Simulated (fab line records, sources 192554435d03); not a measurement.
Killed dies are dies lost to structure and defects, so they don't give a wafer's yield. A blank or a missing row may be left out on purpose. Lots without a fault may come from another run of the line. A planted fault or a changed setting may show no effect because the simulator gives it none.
A struck lot beside a sound one | flow n5_finfet | 14 steps out of a route of 1938
Sound: wafers L282.2, L282.5, L282.6. Struck: wafers L295.1, L295.6. (L295.4 of the same lot was not struck and is left out.) The cause comes at the end.
At each step with rows: each side's tool, then ch and its chambers, then its first start. Under that, the readings that differ: sound wafers | struck wafers | difference of the means | sigmas: that difference in standard deviations of wafers without a fault.
alike: readings whose means differ by less than 2 such deviations, and words and numbers that are the same on both sides. not compared: withheld readings, readings that some wafer has no value for, bounds like >300 that may hide the same value, and numbers for which the record gives no deviation and whose values overlap.
The two part at a step that has a row with sigmas, a row that says differs or no value, or rows on one side only. Numbers that don't overlap but have no deviation are shown without sigmas and don't part them. A reading that every wafer of one side lacks parts them only if that side has two wafers or more.

N5_HKMG_FIN_ALD_72: deposits W, target thk 2 nm, pulse time 1 s, purge time 2 s.
  sound on cvd_w-02 ch 0,1, day 4 20:31; struck on cvd_w-02 ch 0, day 8 00:25
  alike: heater_power_w, precursor_pulse_height_rel
  not compared: since_wet_clean_h
then, 3 steps without rows for these wafers: N5_HKMG_FIN_W_FILL_22 (material W, target thk 60 nm, time 18.2 s); N5_HKMG_FIN_PRECLEAN_83 (cleans in DIW, time 57.5 s); N5_HKMG_FIN_SRD_84 (dry time 32 s).
N5_HKMG_FIN_CMP_23: polishes, stops on SiNx, t overpolish 10 s, target thk 46.326 nm.
  sound on cmp-04 ch 0,2,3, day 4 20:58; struck on cmp-04 ch 1,3, day 8 00:40
  alike: motor_current_A, overpolish_run_s, time_to_endpoint_s
N5_HKMG_FIN_CMP_94: polishes, stops on SiNx, t overpolish 4.7 s, target thk 43.299 nm.
  sound on cmp-04 ch 0,2,3, day 4 21:21; struck on cmp-04 ch 1,3, day 8 01:05
  alike: motor_current_A
N5_HKMG_FIN_INSPECT_28: inspects for defects (darkfield).
  sound on defect_inspect-02, day 4 21:31; struck on defect_inspect-02, day 8 01:17
  alike: raw_defect_count
N5_GATE_CUT_ETCHBACK_00: etches W in SF6/Cl2.
  sound on rie_metal-03 ch 0,1, day 4 21:33; struck on rie_metal-02 ch 1, day 8 01:20
  alike: drypump_motor_current_A, oes_product_au, rf_fwd_power_W, throttle_valve_pct
  not compared: rf_hours_counter_h
then, 3 steps without rows for these wafers: N5_GATE_CUT_ETCH_56 (etches TiN in Cl2/Ar, target depth 21.6 nm); N5_GATE_CUT_ETCHBACK_30 (etches TiN in Cl2/Ar, target depth 3 nm); N5_GATE_CUT_VAPOR_ETCH_60 (etches HfO2 in BCl3/Cl2).
N5_GATE_CUT_ETCH_58: etches SiNx in CH3F/O2, target depth 17 nm, time 128.6 s.
  sound on rie_diel-01 ch 1,2, day 4 21:50; struck on rie_diel-01 ch 0,1, day 8 01:37
  reading                              | sound             | struck      | difference | sigmas
  oes_product_au (a.u.)                | 0.70 0.69 0.69    | 0.98 0.95   | +0.27      | +3
  rf_vpp_V (V)                         | 97.7 97.4 97.1    | 100.2 99.9  | +2.7       | +3
  throttle_valve_pct (%)               | 16.67 16.66 16.65 | 16.21 16.00 | -0.55      | -2
  model.etch.depth_nm (nm)             | 16.96 16.83 16.9  | 20.41 20.44 | +3.53      |
  model.SiNx_of_SDB_ALD_29.thk_nm (nm) | 24.4 24.6 24.6    | 24 24.2     | +0         |
  alike: CH3F_flow_sccm, drypump_motor_current_A, rf_fwd_power_W, showerhead_plenum_p_Torr
  not compared: rf_hours_counter_h
N5_GATE_CUT_STRIP_59: strips in N2/H2, time 20 s.
  sound on rie_diel-01 ch 1,2, day 4 21:56; struck on rie_diel-01 ch 0,1, day 8 01:43
  reading                | sound             | struck      | difference | sigmas
  bias_power_w (W)       | 2.988 2.983 2.991 | 3.006 3.008 | +0.020     | +2
  oes_product_au (a.u.)  | 0.69 0.69 0.69    | 0.96 0.94   | +0.26      | +3
  throttle_valve_pct (%) | 12.60 12.57 12.59 | 11.99 11.81 | -0.69      | -3
  alike: drypump_motor_current_A, rf_vpp_V, showerhead_plenum_p_Torr
  not compared: rf_hours_counter_h
-- the record jumps here: 4 days lie between the struck wafers' starts before and after (it left off in module GATE_CUT and takes up again in module BEOL_M4, whose first step shown is number 1111 of the route) --
N5_BEOL_M4_RC_MEAS_101:
  sound on prober-02 ch 0, day 8 15:05; struck on prober-02 ch 0, day 12 10:20
  alike: DIBL_N, DIBL_P, IOFF_N, IOFF_P, ION_N, ION_P, SS_N, SS_P, VT_N, VT_P

WHERE THEY PART
First at N5_GATE_CUT_ETCH_58; last, within this record, at N5_GATE_CUT_STRIP_59. Later steps at which nothing parts them and some readings are alike: N5_BEOL_M4_RC_MEAS_101.

WHY: what the simulator had put in
Process parameter drift: rie_diel-01, from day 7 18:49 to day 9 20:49, at N5_GATE_CUT_ETCH_58. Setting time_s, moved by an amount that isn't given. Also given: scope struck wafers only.
